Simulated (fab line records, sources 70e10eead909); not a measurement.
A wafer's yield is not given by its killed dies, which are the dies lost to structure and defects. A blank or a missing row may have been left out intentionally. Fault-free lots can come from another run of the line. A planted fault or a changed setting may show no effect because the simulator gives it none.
Matching of chambers | flow nand_harc | NHARC_P_M2_STRIP_18 on rie_diel-10 has 4 sister chambers
The step strips in N2/H2. 16 wafers are shown with their chamber, then 8 later ones without.

== WAFERS WITH THEIR CHAMBER ==
wafer  | chamber | showerhead_plenum_p_Torr (Torr) | drypump_motor_current_A (A) | oes_product_au (a.u.)
L074.3 | 2       | 2.05                            | 5.3                         | 1.002
L074.4 | 1       | 1.91                            | 5.8                         | 1.003
L074.6 | 0       | 2.02                            | 6.2                         | 0.980
L078.1 | 3       | 2.09                            | 5.6                         | 1.012
L078.4 | 3       | 2.09                            | 5.6                         | 1.021
L078.6 | 2       | 2.05                            | 5.3                         | 1.011
L081.4 | 2       | 2.05                            | 5.3                         | 1.012
L081.5 | 3       | 2.09                            | 5.6                         | 1.009
L081.6 | 2       | 2.05                            | 5.3                         | 1.013
L084.1 | 2       | 2.05                            | 5.3                         | 1.003
L084.2 | 3       | 2.09                            | 5.7                         | 1.011
L084.4 | 0       | 2.01                            | 6.3                         | 0.987
L085.3 | 2       | 2.05                            | 5.3                         | 1.007
L085.4 | 3       | 2.09                            | 5.6                         | 1.000
L085.6 | 3       | 2.09                            | 5.6                         | 1.005
L087.2 | 3       | 2.09                            | 5.6                         | 1.008

SIGNATURES (means of the wafers above)
reading                  | chamber 0 | chamber 1 | chamber 2 | chamber 3 | scatter within a chamber
showerhead_plenum_p_Torr | 2.0150    | 1.9100    | 2.0500    | 2.0900    | 0.00204
drypump_motor_current_A  | 6.250     | 5.800     | 5.300     | 5.614     | 0.0336
oes_product_au           | 0.98350   | 1.00300   | 1.00800   | 1.00943   | 0.0057
Rule: a wafer's distance from a chamber is the root of the sum, over the readings, of the square of ((its reading less the chamber's mean) divided by the reading's scatter). The wafer belongs to the nearest chamber; if the next one is less than 2 further off, it can't be placed. The scatter is the square root of a quotient: the sum, over the shown wafers, of each reading's squared deviation from its chamber's mean, divided by wafers minus chambers.

== WAFERS MISSING THEIR CHAMBER ==
wafer  | showerhead_plenum_p_Torr (Torr) | drypump_motor_current_A (A) | oes_product_au (a.u.)
L087.3 | 2.05                            | 5.3                         | 1.009
L087.6 | 1.91                            | 5.8                         | 0.996
L089.3 | 2.01                            | 6.2                         | 1.007
L089.4 | 2.05                            | 5.3                         | 0.997
L089.5 | 2.09                            | 5.6                         | 0.993
L092.2 | 2.05                            | 5.3                         | 0.993
L092.3 | 2.01                            | 6.3                         | 1.003
L092.5 | 2.09                            | 5.7                         | 1.002

== WHICH CHAMBER EACH WENT THROUGH ==
wafer  | from the rows above | in truth
L087.3 | 2                   | 2
L087.6 | 1                   | 1
L089.3 | 0                   | 0
L089.4 | 2                   | 2
L089.5 | 3                   | 3
L092.2 | 2                   | 2
L092.3 | 0                   | 0
L092.5 | 3                   | 3
8 of 8 placed correctly. Left unplaced by these rows: 0. 0 placed wrongly.
